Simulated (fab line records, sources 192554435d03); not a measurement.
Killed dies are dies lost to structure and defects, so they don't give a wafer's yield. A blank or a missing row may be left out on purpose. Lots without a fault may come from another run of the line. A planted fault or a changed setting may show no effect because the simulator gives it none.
One fault seen from 2 desks | flow n5_finfet | each desk has only its own numbers; what lay behind them comes last

THE METROLOGY DESK
What the gauges read, lot by lot, whatever tool the lot ran on: means of the sampled wafers that have a number. A lot is out of limits, marked OUT, if its mean lies more than 4 standard deviations from the usual mean; the brackets give that distance. Of its 11 readings 7 are shown: those that lie furthest out on some lot.
Columns: A = cd_nm at N5_ZERO_LAYER_CD_MEAS_11, usual 2000.6 nm; B = DIBL_P at N5_BEOL_M4_RC_MEAS_101, usual 36.7 mV/V; C = ION_N at N5_BEOL_M4_RC_MEAS_101, usual 672 uA/um; D = ION_P at N5_BEOL_M4_RC_MEAS_101, usual 461 uA/um; E = SS_N at N5_BEOL_M4_RC_MEAS_101, usual 71.6 mV/dec; F = VT_N at N5_BEOL_M4_RC_MEAS_101, usual 250 mV; G = VT_P at N5_BEOL_M4_RC_MEAS_101, usual -250 mV
lot  | first seen here | A      | B    | C   | D   | E    | F   | G
L368 | day 2 00:46     | 2001.8 | 39.2 | 661 | 454 | 72.7 | 253 | -251
L370 | day 2 12:46     | 1999.1 | 35.4 | 661 | 452 | 71.2 | 249 | -249
L371 | day 2 18:47     | 2000.6 | 37.9 | 684 | 459 | 71.7 | 246 | -251
L372 | day 3 00:46     | 2000.8 | 39.2 | 664 | 456 | 72.3 | 248 | -249
L374 | day 3 12:38     | 2004.8 | 38.5 | 700 | 470 | 72.2 | 245 | -246
L381 | day 5 06:44     | 2000.2 | 36.9 | 665 | 462 | 71.7 | 249 | -249
L382 | day 5 12:40     | 2001.6 | 37.8 | 683 | 469 | 71.4 | 246 | -244
L387 | day 6 18:46     | 1998.0 | 38.5 | 661 | 451 | 71.9 | 253 | -254
L388 | day 7 00:58     | 2001.9 | 34.6 | 672 | 465 | 71.7 | 249 | -250
L389 | day 7 06:40     | 2000.7 | 36.2 | 676 | 466 | 71.3 | 249 | -248
This desk's finding: nothing out of limits on any of the 10 lots.

THE DEFECT DESK
What the inspections along the route counted, lot by lot: means of the sampled wafers that have a number. A lot is out of limits, marked OUT, if its mean lies more than 4 standard deviations from the usual mean; the brackets give that distance.
Columns: A = raw_defect_count at N5_WELL_APT_INSPECT_10, usual 2.1
lot  | first seen here | A
L368 | day 2 01:49     | 2.0
L370 | day 2 13:44     | 1.3
L371 | day 2 19:46     | 2.3
L372 | day 3 01:52     | 1.7
L374 | day 3 13:42     | 1.0
L381 | day 5 07:49     | 1.0
L382 | day 5 13:41     | 2.3
L387 | day 6 20:01     | 2.0
L388 | day 7 02:07     | 2.0
L389 | day 7 08:02     | 2.3
This desk's finding: nothing out of limits on any of the 10 lots.

PUT TOGETHER
The metrology desk saw nothing out of limits.
The defect desk saw nothing out of limits.

WHAT THE SIMULATOR HAD PUT IN
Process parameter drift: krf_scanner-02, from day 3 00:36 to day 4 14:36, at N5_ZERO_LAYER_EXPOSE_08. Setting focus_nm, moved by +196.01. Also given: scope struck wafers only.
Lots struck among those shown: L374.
